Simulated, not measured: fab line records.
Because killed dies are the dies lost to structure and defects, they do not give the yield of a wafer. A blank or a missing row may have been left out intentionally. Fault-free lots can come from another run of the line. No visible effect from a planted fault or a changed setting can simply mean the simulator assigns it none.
What tool caused it? / flow n5_finfet / 9 lots with 27 wafers sampled at 5 steps, on a route of 1938 steps

## WHAT THE GAUGES SHOWED, per wafer
N5_BEOL_M4_RC_MEAS_101. Usual: DIBL_N 36.3 mV/V, standard deviation 1.1; DIBL_P 36.3 mV/V, standard deviation 1.4; IOFF_N 0.155 nA/um, standard deviation 0.019; IOFF_P 0.211 nA/um, standard deviation 0.027; ION_N 672 uA/um, standard deviation 8.5; ION_P 462 uA/um, standard deviation 5.8; SS_N 71.5 mV/dec, standard deviation 0.56; SS_P 73.3 mV/dec, standard deviation 0.52; VT_N 249.9 mV, standard deviation 2.5; VT_P -249.8 mV, standard deviation 2.8.
lot=L993; measured=day 11 10:13; on=prober-01; DIBL_N (mV/V)=36.3 34.8 36.3; DIBL_P (mV/V)=36.4 33.7 35.6; IOFF_N (nA/um)=0.166 0.135 0.171; IOFF_P (nA/um)=0.199 0.167 0.199; ION_N (uA/um)=684 677 691; ION_P (uA/um)=462 463 465; SS_N (mV/dec)=71.2 71.3 71.8; SS_P (mV/dec)=73.6 72.6 73.6; VT_N (mV)=248.7 252.9 248.2; VT_P (mV)=-252.6 -251.8 -250.2; flag=
lot=L994; measured=day 11 17:12; on=prober-01; DIBL_N (mV/V)=38.0 37.0 37.8; DIBL_P (mV/V)=36.8 36.1 36.5; IOFF_N (nA/um)=0.165 0.151 0.166; IOFF_P (nA/um)=0.207 0.196 0.200; ION_N (uA/um)=667 676 680; ION_P (uA/um)=454 456 455; SS_N (mV/dec)=71.7 70.8 71.3; SS_P (mV/dec)=73.4 72.4 73.5; VT_N (mV)=248.1 249.1 249.3; VT_P (mV)=-253.2 -252.9 -253.1; flag=
lot=L997; measured=day 13 23:12; on=prober-02; DIBL_N (mV/V)=35.9 35.7 35.2; DIBL_P (mV/V)=36.0 35.8 35.6; IOFF_N (nA/um)=0.138 0.138 0.128; IOFF_P (nA/um)=0.162 0.165 0.158; ION_N (uA/um)=662 671 668; ION_P (uA/um)=451 455 456; SS_N (mV/dec)=71.5 71.1 70.8; SS_P (mV/dec)=73.4 72.9 72.3; VT_N (mV)=250.9 253.8 255.3; VT_P (mV)=-255.3 -253.9 -256.4; flag=
lot=L104; measured=day 15 15:35; on=prober-01; DIBL_N (mV/V)=35.4 35.7 34.8; DIBL_P (mV/V)=36.2 37.6 35.6; IOFF_N (nA/um)=0.143 0.146 0.134; IOFF_P (nA/um)=0.196 0.219 0.186; ION_N (uA/um)=665 669 658; ION_P (uA/um)=461 463 454; SS_N (mV/dec)=71.9 71.4 72.3; SS_P (mV/dec)=73.2 73.5 73.0; VT_N (mV)=253.8 252.3 252.1; VT_P (mV)=-252.5 -248.9 -251.9; flag=
lot=L106; measured=day 17 01:21; on=prober-02; DIBL_N (mV/V)=38.3 37.5 36.9; DIBL_P (mV/V)=37.3 35.8 35.6; IOFF_N (nA/um)=0.176 0.154 0.149; IOFF_P (nA/um)=0.236 0.206 0.204; ION_N (uA/um)=677 680 669; ION_P (uA/um)=462 465 457; SS_N (mV/dec)=71.2 71.6 71.5; SS_P (mV/dec)=73.9 73.1 73.6; VT_N (mV)=245.9 252.5 250.5; VT_P (mV)=-248.3 -249.6 -249.6; flag=
lot=L103; measured=day 17 07:19; on=prober-01; DIBL_N (mV/V)=35.9 34.9 35.3; DIBL_P (mV/V)=36.9 36.0 36.3; IOFF_N (nA/um)=0.156 0.146 0.161; IOFF_P (nA/um)=0.221 0.203 0.217; ION_N (uA/um)=670 679 665; ION_P (uA/um)=460 467 463; SS_N (mV/dec)=70.8 71.2 71.5; SS_P (mV/dec)=73.5 73.0 72.8; VT_N (mV)=250.6 247.6 248.6; VT_P (mV)=-248.0 -249.4 -246.2; flag=
lot=L108; measured=day 17 06:04; on=prober-02; DIBL_N (mV/V)=36.5 40.0 37.1; DIBL_P (mV/V)=36.4 40.9 37.2; IOFF_N (nA/um)=0.150 0.228 0.171; IOFF_P (nA/um)=0.210 0.301 0.236; ION_N (uA/um)=676 699 677; ION_P (uA/um)=466 479 471; SS_N (mV/dec)=71.5 72.5 71.1; SS_P (mV/dec)=72.9 74.0 73.1; VT_N (mV)=250.0 242.9 246.3; VT_P (mV)=-250.0 -244.8 -247.0; flag=
lot=L109; measured=day 16 08:40; on=prober-01; DIBL_N (mV/V)=34.9 34.3 34.9; DIBL_P (mV/V)=37.6 36.8 36.6; IOFF_N (nA/um)=0.168 0.150 0.157; IOFF_P (nA/um)=0.241 0.235 0.232; ION_N (uA/um)=668 673 665; ION_P (uA/um)=470 472 465; SS_N (mV/dec)=70.4 71.7 71.8; SS_P (mV/dec)=73.3 73.1 72.6; VT_N (mV)=247.3 249.5 251.7; VT_P (mV)=-247.3 -244.4 -248.7; flag=
lot=L996; measured=day 17 15:38; on=prober-02; DIBL_N (mV/V)=35.6 35.7 36.2; DIBL_P (mV/V)=35.6 36.2 36.6; IOFF_N (nA/um)=0.134 0.138 0.144; IOFF_P (nA/um)=0.184 0.190 0.195; ION_N (uA/um)=670 664 668; ION_P (uA/um)=460 463 461; SS_N (mV/dec)=71.4 71.3 71.4; SS_P (mV/dec)=73.3 72.7 73.2; VT_N (mV)=250.1 251.8 250.7; VT_P (mV)=-253.3 -253.4 -251.7; flag=

## EACH LOT AND THE TOOL THAT RAN IT (in order: tool; ch and the chambers of the sampled wafers; start)
lot=L993; N5_BEOL_M2_CO_CAP_55=cvd_co-02 ch 0,1,2, day 8 19:47; N5_BEOL_M3_DESCUM_16=rie_diel-06 ch 0,1,2, day 8 20:50; N5_BEOL_M3_ETCH_74=rie_diel-06 ch 0,1,2, day 8 20:52; N5_BEOL_M3_STRIP_66=rie_diel-06 ch 0,1,2, day 8 21:02
lot=L994; N5_BEOL_M2_CO_CAP_55=cvd_co-02 ch 1,2, day 9 05:57; N5_BEOL_M3_DESCUM_16=rie_diel-01 ch 0,3, day 9 07:32; N5_BEOL_M3_ETCH_74=rie_diel-01 ch 0,3, day 9 07:34; N5_BEOL_M3_STRIP_66=rie_diel-01 ch 0,3, day 9 07:44
lot=L997; N5_BEOL_M2_CO_CAP_55=cvd_co-02 ch 0,1,2, day 11 04:29; N5_BEOL_M3_DESCUM_16=rie_diel-01 ch 2,3, day 11 05:33; N5_BEOL_M3_ETCH_74=rie_diel-01 ch 2,3, day 11 05:35; N5_BEOL_M3_STRIP_66=rie_diel-01 ch 2,3, day 11 05:46
lot=L104; N5_BEOL_M2_CO_CAP_55=cvd_co-01 ch 0,2, day 13 04:17; N5_BEOL_M3_DESCUM_16=rie_diel-03 ch 0,2,3, day 13 06:59; N5_BEOL_M3_ETCH_74=rie_diel-03 ch 0,2,3, day 13 07:01; N5_BEOL_M3_STRIP_66=rie_diel-03 ch 0,2,3, day 13 07:12
lot=L106; N5_BEOL_M2_CO_CAP_55=cvd_co-02 ch 1,2, day 13 07:16; N5_BEOL_M3_DESCUM_16=rie_diel-03 ch 0,2, day 13 08:16; N5_BEOL_M3_ETCH_74=rie_diel-03 ch 0,2, day 13 08:17; N5_BEOL_M3_STRIP_66=rie_diel-03 ch 0,2, day 13 08:28
lot=L103; N5_BEOL_M2_CO_CAP_55=cvd_co-02 ch 0,1,2, day 13 09:05; N5_BEOL_M3_DESCUM_16=rie_diel-01 ch 0,1,3, day 13 10:18; N5_BEOL_M3_ETCH_74=rie_diel-01 ch 0,1,3, day 13 10:20; N5_BEOL_M3_STRIP_66=rie_diel-01 ch 0,1,3, day 13 10:30
lot=L108; N5_BEOL_M2_CO_CAP_55=cvd_co-01 ch 0,1, day 13 10:55; N5_BEOL_M3_DESCUM_16=rie_diel-03 ch 0,3, day 13 12:26; N5_BEOL_M3_ETCH_74=rie_diel-03 ch 0,3, day 13 12:28; N5_BEOL_M3_STRIP_66=rie_diel-03 ch 0,3, day 13 12:38
lot=L109; N5_BEOL_M2_CO_CAP_55=cvd_co-02 ch 0,1,2, day 13 18:50; N5_BEOL_M3_DESCUM_16=rie_diel-01 ch 1,2, day 13 19:58; N5_BEOL_M3_ETCH_74=rie_diel-01 ch 1,2, day 13 20:00; N5_BEOL_M3_STRIP_66=rie_diel-01 ch 1,2, day 13 20:10
lot=L996; N5_BEOL_M2_CO_CAP_55=cvd_co-02 ch 0,1, day 14 08:08; N5_BEOL_M3_DESCUM_16=rie_diel-03 ch 0,1, day 14 11:55; N5_BEOL_M3_ETCH_74=rie_diel-03 ch 0,1, day 14 11:56; N5_BEOL_M3_STRIP_66=rie_diel-03 ch 0,1, day 14 12:07
- N5_BEOL_M2_CO_CAP_55: material Co, precursor CCTBA/H2, target thk 2 nm, time 102.1 s.
- N5_BEOL_M3_DESCUM_16: chemistry O2, time 7 s.
- N5_BEOL_M3_ETCH_74: etches underlayer in N2/H2, target depth 6.5 nm, time 5.2 s.
- N5_BEOL_M3_STRIP_66: strips in CF4.

## WHAT THE TOOLS THEMSELVES READ (means of the sampled wafers that have a number; where no wafer has one, the mark that the record gives instead)
N5_BEOL_M2_CO_CAP_55. Usual: heater_power_w reads 248 W (standard deviation 22).
lot=L993; tool=cvd_co-02; heater_power_w (W)=252; flag=
lot=L994; tool=cvd_co-02; heater_power_w (W)=238; flag=
lot=L997; tool=cvd_co-02; heater_power_w (W)=254; flag=
lot=L104; tool=cvd_co-01; heater_power_w (W)=251; flag=
lot=L106; tool=cvd_co-02; heater_power_w (W)=257; flag=
lot=L103; tool=cvd_co-02; heater_power_w (W)=258; flag=
lot=L108; tool=cvd_co-01; heater_power_w (W)=243; flag=
lot=L109; tool=cvd_co-02; heater_power_w (W)=257; flag=
lot=L996; tool=cvd_co-02; heater_power_w (W)=261; flag=

N5_BEOL_M3_DESCUM_16. Usual: drypump_motor_current_A 5.9 A, standard deviation 0.36; oes_product_au 0.81 a.u., standard deviation 0.08; rf_vpp_V 243.1 V, standard deviation 1.3; showerhead_plenum_p_Torr 2.08 Torr, standard deviation 0.067; throttle_valve_pct 20.40 %, standard deviation 0.15.
lot=L993; tool=rie_diel-06; drypump_motor_current_A (A)=6.1; oes_product_au (a.u.)=0.84; rf_vpp_V (V)=243.7; showerhead_plenum_p_Torr (Torr)=2.12; throttle_valve_pct (%)=20.41; flag=
lot=L994; tool=rie_diel-01; drypump_motor_current_A (A)=5.9; oes_product_au (a.u.)=0.91; rf_vpp_V (V)=243.5; showerhead_plenum_p_Torr (Torr)=2.11; throttle_valve_pct (%)=20.33; flag=
lot=L997; tool=rie_diel-01; drypump_motor_current_A (A)=5.8; oes_product_au (a.u.)=0.83; rf_vpp_V (V)=243.8; showerhead_plenum_p_Torr (Torr)=2.12; throttle_valve_pct (%)=20.54; flag=
lot=L104; tool=rie_diel-03; drypump_motor_current_A (A)=6.0; oes_product_au (a.u.)=0.80; rf_vpp_V (V)=242.7; showerhead_plenum_p_Torr (Torr)=2.06; throttle_valve_pct (%)=20.44; flag=
lot=L106; tool=rie_diel-03; drypump_motor_current_A (A)=6.0; oes_product_au (a.u.)=0.82; rf_vpp_V (V)=242.5; showerhead_plenum_p_Torr (Torr)=2.07; throttle_valve_pct (%)=20.57; flag=
lot=L103; tool=rie_diel-01; drypump_motor_current_A (A)=5.7; oes_product_au (a.u.)=0.88; rf_vpp_V (V)=243.6; showerhead_plenum_p_Torr (Torr)=2.13; throttle_valve_pct (%)=20.39; flag=
lot=L108; tool=rie_diel-03; drypump_motor_current_A (A)=6.1; oes_product_au (a.u.)=0.80; rf_vpp_V (V)=242.4; showerhead_plenum_p_Torr (Torr)=2.02; throttle_valve_pct (%)=20.38; flag=
lot=L109; tool=rie_diel-01; drypump_motor_current_A (A)=5.7; oes_product_au (a.u.)=0.83; rf_vpp_V (V)=243.2; showerhead_plenum_p_Torr (Torr)=2.15; throttle_valve_pct (%)=20.58; flag=
lot=L996; tool=rie_diel-03; drypump_motor_current_A (A)=5.4; oes_product_au (a.u.)=0.93; rf_vpp_V (V)=243.2; showerhead_plenum_p_Torr (Torr)=2.11; throttle_valve_pct (%)=20.16; flag=

N5_BEOL_M3_ETCH_74. Usual: drypump_motor_current_A 5.9 A, standard deviation 0.36; etch_rf_on_time_s 5.20 s, standard deviation 0.067; oes_product_au 0.69 a.u., standard deviation 0.068; rf_vpp_V 523.6 V, standard deviation 2.5; showerhead_plenum_p_Torr 2.53 Torr, standard deviation 0.08; throttle_valve_pct 17.82 %, standard deviation 0.15.
lot=L993; tool=rie_diel-06; drypump_motor_current_A (A)=6.1; etch_rf_on_time_s (s)=5.26; oes_product_au (a.u.)=0.71; rf_vpp_V (V)=525.2; showerhead_plenum_p_Torr (Torr)=2.57; throttle_valve_pct (%)=17.81; flag=
lot=L994; tool=rie_diel-01; drypump_motor_current_A (A)=5.8; etch_rf_on_time_s (s)=5.07; oes_product_au (a.u.)=0.77; rf_vpp_V (V)=524.0; showerhead_plenum_p_Torr (Torr)=2.56; throttle_valve_pct (%)=17.71; flag=
lot=L997; tool=rie_diel-01; drypump_motor_current_A (A)=5.8; etch_rf_on_time_s (s)=5.14; oes_product_au (a.u.)=0.71; rf_vpp_V (V)=524.9; showerhead_plenum_p_Torr (Torr)=2.58; throttle_valve_pct (%)=17.97; flag=
lot=L104; tool=rie_diel-03; drypump_motor_current_A (A)=6.0; etch_rf_on_time_s (s)=5.17; oes_product_au (a.u.)=0.69; rf_vpp_V (V)=522.8; showerhead_plenum_p_Torr (Torr)=2.50; throttle_valve_pct (%)=17.83; flag=
lot=L106; tool=rie_diel-03; drypump_motor_current_A (A)=6.0; etch_rf_on_time_s (s)=5.17; oes_product_au (a.u.)=0.70; rf_vpp_V (V)=522.4; showerhead_plenum_p_Torr (Torr)=2.51; throttle_valve_pct (%)=17.92; flag=
lot=L103; tool=rie_diel-01; drypump_motor_current_A (A)=5.7; etch_rf_on_time_s (s)=5.16; oes_product_au (a.u.)=0.75; rf_vpp_V (V)=525.3; showerhead_plenum_p_Torr (Torr)=2.59; throttle_valve_pct (%)=17.81; flag=
lot=L108; tool=rie_diel-03; drypump_motor_current_A (A)=6.1; etch_rf_on_time_s (s)=5.23; oes_product_au (a.u.)=0.67; rf_vpp_V (V)=520.7; showerhead_plenum_p_Torr (Torr)=2.45; throttle_valve_pct (%)=17.74; flag=
lot=L109; tool=rie_diel-01; drypump_motor_current_A (A)=5.7; etch_rf_on_time_s (s)=5.27; oes_product_au (a.u.)=0.71; rf_vpp_V (V)=526.1; showerhead_plenum_p_Torr (Torr)=2.61; throttle_valve_pct (%)=18.04; flag=
lot=L996; tool=rie_diel-03; drypump_motor_current_A (A)=5.5; etch_rf_on_time_s (s)=5.21; oes_product_au (a.u.)=0.80; rf_vpp_V (V)=524.6; showerhead_plenum_p_Torr (Torr)=2.56; throttle_valve_pct (%)=17.56; flag=

N5_BEOL_M3_STRIP_66. Usual: for bias_power_w, 74.99 W with a standard deviation of 0.21; for cf4_flow_sccm, 150.0 sccm with a standard deviation of 0.44; for drypump_motor_current_A, 5.9 A with a standard deviation of 0.36; for oes_product_au, 0.80 a.u. with a standard deviation of 0.075; for rf_vpp_V, 271.0 V with a standard deviation of 1.3; for showerhead_plenum_p_Torr, 1.79 Torr with a standard deviation of 0.052; for throttle_valve_pct, 13.53 % with a standard deviation of 0.13.
lot=L993; tool=rie_diel-06; bias_power_w (W)=74.98; cf4_flow_sccm (sccm)=150.3; drypump_motor_current_A (A)=6.1; oes_product_au (a.u.)=0.83; rf_vpp_V (V)=271.0; showerhead_plenum_p_Torr (Torr)=1.81; throttle_valve_pct (%)=13.50; flag=
lot=L994; tool=rie_diel-01; bias_power_w (W)=74.83; cf4_flow_sccm (sccm)=149.5; drypump_motor_current_A (A)=5.9; oes_product_au (a.u.)=0.89; rf_vpp_V (V)=271.2; showerhead_plenum_p_Torr (Torr)=1.81; throttle_valve_pct (%)=13.38; flag=
lot=L997; tool=rie_diel-01; bias_power_w (W)=75.16; cf4_flow_sccm (sccm)=149.8; drypump_motor_current_A (A)=5.8; oes_product_au (a.u.)=0.81; rf_vpp_V (V)=271.2; showerhead_plenum_p_Torr (Torr)=1.82; throttle_valve_pct (%)=13.66; flag=
lot=L104; tool=rie_diel-03; bias_power_w (W)=75.20; cf4_flow_sccm (sccm)=149.8; drypump_motor_current_A (A)=6.0; oes_product_au (a.u.)=0.80; rf_vpp_V (V)=269.7; showerhead_plenum_p_Torr (Torr)=1.77; throttle_valve_pct (%)=13.55; flag=
lot=L106; tool=rie_diel-03; bias_power_w (W)=-; cf4_flow_sccm (sccm)=-; drypump_motor_current_A (A)=-; oes_product_au (a.u.)=-; rf_vpp_V (V)=-; showerhead_plenum_p_Torr (Torr)=-; throttle_valve_pct (%)=-; flag=OFF
lot=L103; tool=rie_diel-01; bias_power_w (W)=-; cf4_flow_sccm (sccm)=-; drypump_motor_current_A (A)=-; oes_product_au (a.u.)=-; rf_vpp_V (V)=-; showerhead_plenum_p_Torr (Torr)=-; throttle_valve_pct (%)=-; flag=OFF
lot=L108; tool=rie_diel-03; bias_power_w (W)=74.90; cf4_flow_sccm (sccm)=149.7; drypump_motor_current_A (A)=6.1; oes_product_au (a.u.)=0.79; rf_vpp_V (V)=271.0; showerhead_plenum_p_Torr (Torr)=1.74; throttle_valve_pct (%)=13.54; flag=
lot=L109; tool=rie_diel-01; bias_power_w (W)=74.87; cf4_flow_sccm (sccm)=150.5; drypump_motor_current_A (A)=5.7; oes_product_au (a.u.)=0.82; rf_vpp_V (V)=272.1; showerhead_plenum_p_Torr (Torr)=1.84; throttle_valve_pct (%)=13.68; flag=
lot=L996; tool=rie_diel-03; bias_power_w (W)=74.98; cf4_flow_sccm (sccm)=150.3; drypump_motor_current_A (A)=5.5; oes_product_au (a.u.)=0.92; rf_vpp_V (V)=271.3; showerhead_plenum_p_Torr (Torr)=1.81; throttle_valve_pct (%)=13.26; flag=

## THE ANSWER, worked out from the rows above alone
Rule: lot off if the mean of its wafers having a number is beyond 3 standard deviations from the usual mean. Also off: a lot with no number at a reading for which 4 or more lots have one. The other lots that the step has rows for count as sound. First the gauges in route order, then the tools' own readings, where a lot's mean is used as printed above. The first step at which some lot is off is used, and at that step the reading that is off furthest; a lot without a number counts as furthest.
Off, at N5_BEOL_M3_STRIP_66 on bias_power_w: L106, L103. Without a number there: L106, L103.
A tool fits if, at that step or a process step before it, it ran every lot that is off, and no sound lot after the first of them. None of those tried fits.

## WHAT HAD BEEN PUT IN BY THE SIMULATOR
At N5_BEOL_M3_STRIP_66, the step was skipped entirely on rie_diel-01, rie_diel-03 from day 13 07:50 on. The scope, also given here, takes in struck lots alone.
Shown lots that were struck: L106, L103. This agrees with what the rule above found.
